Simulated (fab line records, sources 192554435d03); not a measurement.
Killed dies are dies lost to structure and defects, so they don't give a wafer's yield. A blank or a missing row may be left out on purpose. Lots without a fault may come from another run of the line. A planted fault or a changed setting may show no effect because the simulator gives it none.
One fault seen from 3 desks | flow n5_finfet | each desk has only its own numbers; what lay behind them comes last

THE TOOL OWNER'S DESK: pvd_sputter-02
The tool's own readings at N5_MIM_BOT_SPUTTER_00 (material TiN, target thk 35 nm, time 89.7 s): means of the sampled wafers that have a number, for each lot that ran on this tool. A lot is out of limits, marked OUT, if its mean lies more than 4 standard deviations from the usual mean; the brackets give that distance.
Columns: A = throttle_valve_pct at N5_MIM_BOT_SPUTTER_00, usual 30.0 %
lot  | first seen here | A
L118 | day 15 06:28    | 30.3
L119 | day 15 09:46    | 29.7
L123 | day 15 22:26    | 30.0
L122 | day 15 23:08    | 29.6
This desk's finding: nothing out of limits on any of the 4 lots.

THE DEFECT DESK
What the inspections along the route counted, lot by lot: means of the sampled wafers that have a number. A lot is out of limits, marked OUT, if its mean lies more than 4 standard deviations from the usual mean; the brackets give that distance.
Columns: A = raw_defect_count at N5_BEOL_M15_INSPECT_55, usual 74
lot  | first seen here | A
L109 | day 12 12:53    | 40
L118 | day 15 04:10    | 70
L119 | day 15 08:13    | 112
L121 | day 15 13:55    | 64
L123 | day 15 20:08    | 70
L122 | day 15 20:36    | 48
L125 | day 16 18:29    | 65
This desk's finding: nothing out of limits on any of the 7 lots.

THE METROLOGY DESK
What the gauges read, lot by lot, whatever tool the lot ran on: means of the sampled wafers that have a number. A lot is out of limits, marked OUT, if its mean lies more than 4 standard deviations from the usual mean; the brackets give that distance. Of its 25 readings 7 are shown: those that lie furthest out on some lot.
Columns: A = M15_THK at N5_BEOL_M15_THK_MEAS_50, usual 844 nm; B = COMB_M10_max_site at N5_BEOL_M15_RC_MEAS_101, usual 2.1e-11 S/m; C = COMB_M14 at N5_BEOL_M15_RC_MEAS_101, usual 4.6e-12 S/m; D = SERP_M13 at N5_BEOL_M15_RC_MEAS_101, usual 0.307 ohm/um; E = SERP_M14 at N5_BEOL_M15_RC_MEAS_101, usual 0.160 ohm/um; F = SERP_M5 at N5_BEOL_M15_RC_MEAS_101, usual 39.5 ohm/um; G = SERP_M9 at N5_BEOL_M15_RC_MEAS_101, usual 3.06 ohm/um
lot  | first seen here | A   | B       | C       | D     | E     | F    | G
L109 | day 12 12:43    | 841 | 2.0e-11 | 5.2e-12 | 0.304 | 0.161 | 40.3 | 3.00
L118 | day 15 04:00    | 849 | 2.5e-11 | 4.5e-12 | 0.311 | 0.155 | 38.1 | 3.01
L119 | day 15 08:04    | 855 | 2.0e-11 | 4.2e-12 | 0.301 | 0.167 | 41.0 | 3.10
L121 | day 15 13:46    | 865 | 2.8e-11 | 4.3e-12 | 0.306 | 0.163 | 39.6 | 3.09
L123 | day 15 19:59    | 852 | 2.0e-11 | 4.1e-12 | 0.313 | 0.160 | 41.6 | 3.08
L122 | day 15 20:25    | 832 | 1.7e-11 | 6.3e-12 | 0.307 | 0.162 | 38.9 | 2.99
L125 | day 16 18:20    | 834 | 2.0e-11 | 4.8e-12 | 0.298 | 0.159 | 39.9 | 2.95
This desk's finding: nothing out of limits on any of the 7 lots.

PUT TOGETHER
The tool owner's desk saw nothing out of limits.
The defect desk saw nothing out of limits.
The metrology desk saw nothing out of limits.

WHAT THE SIMULATOR HAD PUT IN
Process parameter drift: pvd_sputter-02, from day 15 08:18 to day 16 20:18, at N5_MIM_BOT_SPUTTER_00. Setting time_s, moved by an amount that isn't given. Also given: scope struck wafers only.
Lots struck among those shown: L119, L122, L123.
